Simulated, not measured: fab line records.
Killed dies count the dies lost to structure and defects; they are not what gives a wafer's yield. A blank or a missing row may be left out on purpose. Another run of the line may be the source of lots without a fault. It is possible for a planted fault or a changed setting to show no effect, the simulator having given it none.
Matching of chambers | flow n5_finfet | N5_BEOL_M7_STRIP_67 on rie_diel-06: 4 sister chambers
The step strips in CF4. 20 wafers are shown with their chamber, then 10 later ones without.

== EACH WAFER AND ITS CHAMBER ==
wafer  | chamber | showerhead_plenum_p_Torr (Torr) | throttle_valve_pct (%) | rf_vpp_V (V)
L075.3 | 0       | 1.75                            | 13.01                  | 270.8
L075.4 | 2       | 1.84                            | 13.19                  | 272.7
L075.6 | 1       | 1.84                            | 13.65                  | 274.2
L076.1 | 2       | 1.84                            | 13.19                  | 272.8
L076.5 | 0       | 1.75                            | 13.02                  | 271.8
L076.6 | 2       | 1.84                            | 13.19                  | 271.8
L081.2 | 1       | 1.83                            | 13.11                  | 271.4
L081.5 | 3       | 1.67                            | 13.51                  | 266.0
L081.6 | 0       | 1.75                            | 13.06                  | 270.1
L084.2 | 1       | 1.83                            | 13.15                  | 272.5
L084.3 | 0       | 1.75                            | 13.06                  | 268.1
L084.6 | 2       | 1.84                            | 13.23                  | 272.3
L083.1 | 1       | 1.83                            | 13.14                  | 270.7
L083.4 | 0       | 1.75                            | 13.08                  | 270.3
L083.5 | 2       | 1.84                            | 13.23                  | 272.0
L085.1 | 3       | 1.66                            | 13.52                  | 267.9
L085.4 | 1       | 1.83                            | 13.16                  | 271.7
L085.5 | 2       | 1.84                            | 13.25                  | 273.3
L089.3 | 2       | 1.83                            | 13.25                  | 272.8
L089.5 | 0       | 1.74                            | 13.10                  | 270.2

SIGNATURES (averages over the wafers above)
reading                  | chamber 0 | chamber 1 | chamber 2 | chamber 3 | scatter within a chamber
showerhead_plenum_p_Torr | 1.7483    | 1.8320    | 1.8386    | 1.6650    | 0.00432
throttle_valve_pct       | 13.0550   | 13.2420   | 13.2186   | 13.5150   | 0.117
rf_vpp_V                 | 270.217   | 272.100   | 272.529   | 266.950   | 1.06
Rule: a wafer's distance from a chamber is the root of the sum, over the readings, of the square of ((its reading less the chamber's mean) divided by the reading's scatter). The wafer belongs to the nearest chamber; if the next one is less than 2 further off, it can't be placed. The scatter: the root of (the sum of the squares of (reading less its chamber's mean) over the shown wafers, divided by (wafers less chambers)).

== WAFERS MISSING THEIR CHAMBER ==
wafer  | showerhead_plenum_p_Torr (Torr) | throttle_valve_pct (%) | rf_vpp_V (V)
L089.6 | 1.83                            | 13.19                  | 273.4
L093.1 | 1.66                            | 13.52                  | 268.4
L093.3 | 1.83                            | 13.16                  | 271.6
L093.4 | 1.83                            | 13.27                  | 272.5
L086.3 | 1.66                            | 13.55                  | 267.9
L086.4 | 1.83                            | 13.29                  | 271.4
L086.5 | 1.66                            | 13.56                  | 268.8
L096.3 | 1.66                            | 13.56                  | 267.3
L096.4 | 1.83                            | 13.27                  | 271.0
L096.5 | 1.66                            | 13.56                  | 268.0

== THE CHAMBER EACH PASSED THROUGH ==
wafer  | from the rows above     | in truth
L089.6 | can't be placed: 1 or 2 | 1
L093.1 | 3                       | 3
L093.3 | can't be placed: 1 or 2 | 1
L093.4 | can't be placed: 1 or 2 | 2
L086.3 | 3                       | 3
L086.4 | can't be placed: 1 or 2 | 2
L086.5 | 3                       | 3
L096.3 | 3                       | 3
L096.4 | can't be placed: 1 or 2 | 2
L096.5 | 3                       | 3
Placed correctly: 5 of 10. Cannot be placed on the basis of these rows: 5; the candidates contain the true chamber in 5. 0 placed wrongly.
